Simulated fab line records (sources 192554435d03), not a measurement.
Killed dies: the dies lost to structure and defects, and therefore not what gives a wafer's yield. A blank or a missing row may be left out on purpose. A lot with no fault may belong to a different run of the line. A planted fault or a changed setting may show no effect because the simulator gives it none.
Which of the tools did it? | flow n5Finfet | Sampling: 12 lots, 36 wafers, 4 of 1938 route steps

== WHAT EACH GAUGE READ, for each wafer ==
N5_BEOL_M7_INSPECT_13: inspects for defects (brightfield).
lot  | measured     | on               | rawDefectCount
L574 | day 9 15:37  | defectInspect-01 | 318 374 310
L576 | day 9 23:42  | defectInspect-01 | 289 366 279
L578 | day 10 08:05 | defectInspect-01 | 262 370 450
L579 | day 10 15:26 | defectInspect-02 | 318 337 304
L586 | day 12 10:29 | defectInspect-01 | 374 273 369
L588 | day 12 18:29 | defectInspect-01 | 296 276 365
L587 | day 12 21:04 | defectInspect-01 | 284 272 287
L589 | day 13 05:56 | defectInspect-01 | 419 380 468
L590 | day 13 16:20 | defectInspect-01 | 275 318 274
L591 | day 13 21:20 | defectInspect-01 | 454 461 502
L592 | day 14 05:13 | defectInspect-01 | 344 377 407
L593 | day 14 10:49 | defectInspect-01 | 335 347 472

N5_BEOL_M7_CD_MEAS_28 targets a cd of 40 nm.
lot  | measured     | on       | cdNm (nm)
L574 | day 9 17:43  | cdSem-02 | 40.14 39.87 40.04
L576 | day 10 02:32 | cdSem-03 | 39.65 40.03 40.34
L578 | day 10 09:55 | cdSem-03 | 40.17 40.28 39.89
L579 | day 10 17:38 | cdSem-02 | 40.43 39.98 40.54
L586 | day 12 13:28 | cdSem-03 | 39.90 39.95 39.94
L588 | day 12 20:11 | cdSem-03 | 40.00 40.00 39.83
L587 | day 12 23:14 | cdSem-01 | 40.44 40.21 39.64
L589 | day 13 07:44 | cdSem-03 | 40.10 40.16 40.34
L590 | day 13 17:20 | cdSem-03 | 39.67 40.04 40.32
L591 | day 14 01:02 | cdSem-01 | 39.80 39.87 40.03
L592 | day 14 06:01 | cdSem-01 | 39.41 40.21 39.64
L593 | day 14 12:36 | cdSem-01 | 39.84 39.86 40.13

N5_BEOL_M7_INSPECT_30: inspects for defects (brightfield).
lot  | measured     | on               | rawDefectCount
L574 | day 9 17:49  | defectInspect-01 | 299 361 316
L576 | day 10 02:37 | defectInspect-01 | 293 349 281
L578 | day 10 10:00 | defectInspect-02 | 300 396 465
L579 | day 10 17:44 | defectInspect-02 | 300 364 302
L586 | day 12 13:33 | defectInspect-02 | 386 300 394
L588 | day 12 20:17 | defectInspect-02 | 320 308 361
L587 | day 12 23:19 | defectInspect-02 | 334 304 329
L589 | day 13 07:50 | defectInspect-02 | 453 429 542
L590 | day 13 17:26 | defectInspect-02 | 297 345 310
L591 | day 14 01:08 | defectInspect-02 | 497 551 532
L592 | day 14 06:06 | defectInspect-01 | 347 392 386
L593 | day 14 12:41 | defectInspect-02 | 365 399 500

== TOOL THAT RAN EACH LOT (tool first, then ch and the chambers of the sampled wafers, then the start) ==
lot  | N5_BEOL_M7_COAT_63
L574 | lithoTrack-01 ch 0, day 9 17:27
L576 | lithoTrack-01 ch 0, day 10 02:16
L578 | lithoTrack-01 ch 0, day 10 09:31
L579 | lithoTrack-01 ch 0, day 10 17:14
L586 | lithoTrack-02 ch 0, day 12 13:01
L588 | lithoTrack-04 ch 0, day 12 19:48
L587 | lithoTrack-01 ch 0, day 12 22:58
L589 | lithoTrack-02 ch 0, day 13 07:28
L590 | lithoTrack-01 ch 0, day 13 17:03
L591 | lithoTrack-01 ch 0, day 14 00:37
L592 | lithoTrack-02 ch 0, day 14 05:44
L593 | lithoTrack-02 ch 0, day 14 12:14
- N5_BEOL_M7_COAT_63: time 60 s, resist thk 60 nm.

== AS READ BY THE TOOLS THEMSELVES (means over the sampled wafers that have a number; for cases with no such wafer, the mark the record gives instead) ==
N5_BEOL_M7_COAT_63.
lot  | tool          | chillPlateTempC (C) | heaterPowerTotalW (W) | plateTempC (C)
L574 | lithoTrack-01 | 22.98               | 500.2                 | 249.88
L576 | lithoTrack-01 | 22.91               | 519.5                 | 258.39
L578 | lithoTrack-01 | 23.22               | 519.9                 | 258.30
L579 | lithoTrack-01 | 23.04               | 519.7                 | 258.19
L586 | lithoTrack-02 | 23.05               | 499.6                 | 249.96
L588 | lithoTrack-04 | 22.93               | 499.6                 | 249.84
L587 | lithoTrack-01 | 23.13               | 500.5                 | 249.82
L589 | lithoTrack-02 | 23.01               | 502.1                 | 249.97
L590 | lithoTrack-01 | 23.05               | 498.7                 | 249.95
L591 | lithoTrack-01 | 22.97               | 501.5                 | 249.93
L592 | lithoTrack-02 | 23.15               | 499.7                 | 249.87
L593 | lithoTrack-02 | 23.03               | 500.0                 | 249.87

== THE ANSWER, worked out from the rows above alone ==
Rule: the usual values come from the lots themselves. The widest of any qualifying gaps counts: lots, ordered by their means at a reading, are off when they make up no more than a third of the lots, leave a main group of 4 or more, and stand apart from it by 3 or more times the standard deviation of that group's means. A main group is skipped when, at the precision printed for the reading in the tables above, its means are all equal. A lot without any number at a reading at which 4 lots or more have one is off too. Where the step has rows for the other lots, those lots are counted as sound. The gauges are gone through in route order, then the tools' own readings, and for those a lot's mean is taken as printed above. At the first step where some lot is off, the reading lying furthest off is the one used; lots without a number count as furthest.
Off, at N5_BEOL_M7_COAT_63 on plateTempC: L576, L578, L579. The main group: mean 249.90 C, standard deviation 0.052.
A tool fits if, at that step or a process step before it, it ran every lot that is off, and no sound lot after the first of them. Not one of the candidates tried fits.

== WHAT THE SIMULATOR HAD INSERTED ==
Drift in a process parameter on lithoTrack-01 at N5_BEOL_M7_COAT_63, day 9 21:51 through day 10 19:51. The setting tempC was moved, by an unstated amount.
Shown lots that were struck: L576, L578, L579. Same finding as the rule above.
